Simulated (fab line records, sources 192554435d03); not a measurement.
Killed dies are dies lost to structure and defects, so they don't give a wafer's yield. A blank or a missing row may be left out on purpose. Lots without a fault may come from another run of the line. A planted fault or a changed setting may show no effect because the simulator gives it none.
A struck lot beside a sound one | flow n5_finfet | 18 steps out of a route of 1938
Sound: wafers L116.2, L116.3, L116.5. Struck: wafers L106.1, L106.3, L106.6. The cause comes at the end.
At each step with rows: each side's tool, then ch and its chambers, then its first start. Under that, the readings that differ: sound wafers | struck wafers | difference of the means | sigmas: that difference in standard deviations of wafers without a fault.
alike: readings whose means differ by less than 2 such deviations, and words and numbers that are the same on both sides. not compared: withheld readings, readings that some wafer has no value for, bounds like >300 that may hide the same value, and numbers for which the record gives no deviation and whose values overlap.
The two part at a step that has a row with sigmas, a row that says differs or no value, or rows on one side only. Numbers that don't overlap but have no deviation are shown without sigmas and don't part them. A reading that every wafer of one side lacks parts them only if that side has two wafers or more.

first, 8 steps without rows for these wafers: N5_BEOL_M11_DESCUM_16 (chemistry O2, time 7.9 s); N5_BEOL_M11_ETCH_61 (etches SiARC in CF4, target depth 39 nm, time 65 s); N5_BEOL_M11_ETCH_62 (etches SOC in N2/H2, target depth 110 nm, overetch 22 nm, time 165 s); N5_BEOL_M11_STRIP_68 (strips in N2/H2); N5_BEOL_M11_STRIP_67 (strips in CF4); N5_BEOL_M11_HM_OPEN_17 (chemistry Cl2/BCl3, target TiN, target depth 20 nm, overetch 6 nm); N5_BEOL_M11_STRIP_19 (strips in O2); N5_BEOL_M11_COAT_63 (time 60 s, resist thk 100 nm).
N5_BEOL_M11_COAT_64: time 60 s, resist thk 30 nm.
  sound on litho_track-04 ch 0, day 16 03:37; struck on litho_track-04 ch 0, day 13 12:14
  reading                                     | sound                | struck               | difference | sigmas
  spin_speed_rpm (rpm)                        | 1500.5 1501.2 1498.4 | 1534.2 1535.9 1534.6 | +34.9      | +35
  model.SiARC_of_BEOL_M11_COAT_64.thk_nm (nm) | 30.2 30.2 30.2       | 29.8 29.8 29.8       | -0.4       |
  alike: chill_plate_temp_C
then, 7 steps without rows for these wafers: N5_BEOL_M11_COAT_22 (resist thk 90 nm); N5_BEOL_M11_EBR_24; N5_BEOL_M11_SOFTBAKE_23 (time 60 s); N5_BEOL_M11_EXPOSE_25 (exposes mask V10); N5_BEOL_M11_PEB_26 (peb time 60 s); N5_BEOL_M11_DEVELOP_27 (develop time 30 s); N5_BEOL_M11_DESCUM_33 (chemistry O2, time 7.9 s).
N5_BEOL_M11_ETCH_65: etches SiARC in CF4, target depth 39 nm, time 65 s.
  sound on rie_diel-02 ch 1,3, day 16 04:40; struck on rie_diel-01 ch 0,3, day 13 13:07
  reading                  | sound             | struck            | difference | sigmas
  bias_w (W)               | 35.81 35.89 35.88 | 36.18 35.96 36.15 | +0.24      | +2
  throttle_valve_pct (%)   | 16.08 15.70 15.68 | 15.42 15.30 15.41 | -0.44      | -2
  model.etch.depth_nm (nm) | 30.23 30.28 30.2  | 29.71 29.73 29.71 | -0.52      |
  alike: drypump_motor_current_A, etch_rf_on_time_s, oes_product_au, rf_vpp_V, showerhead_plenum_p_Torr
  not compared: rf_hours_counter_h
then, 1 step without rows for these wafers: N5_BEOL_M11_ETCH_66 (etches SOC in N2/H2, target depth 120 nm, overetch 24 nm, time 180 s).

WHERE THEY PART
First at N5_BEOL_M11_COAT_64; last, within this record, at N5_BEOL_M11_ETCH_65.

WHY: what the simulator had put in
Process parameter drift: litho_track-04, from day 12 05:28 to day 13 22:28, at N5_BEOL_M11_COAT_64. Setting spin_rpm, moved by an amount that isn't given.
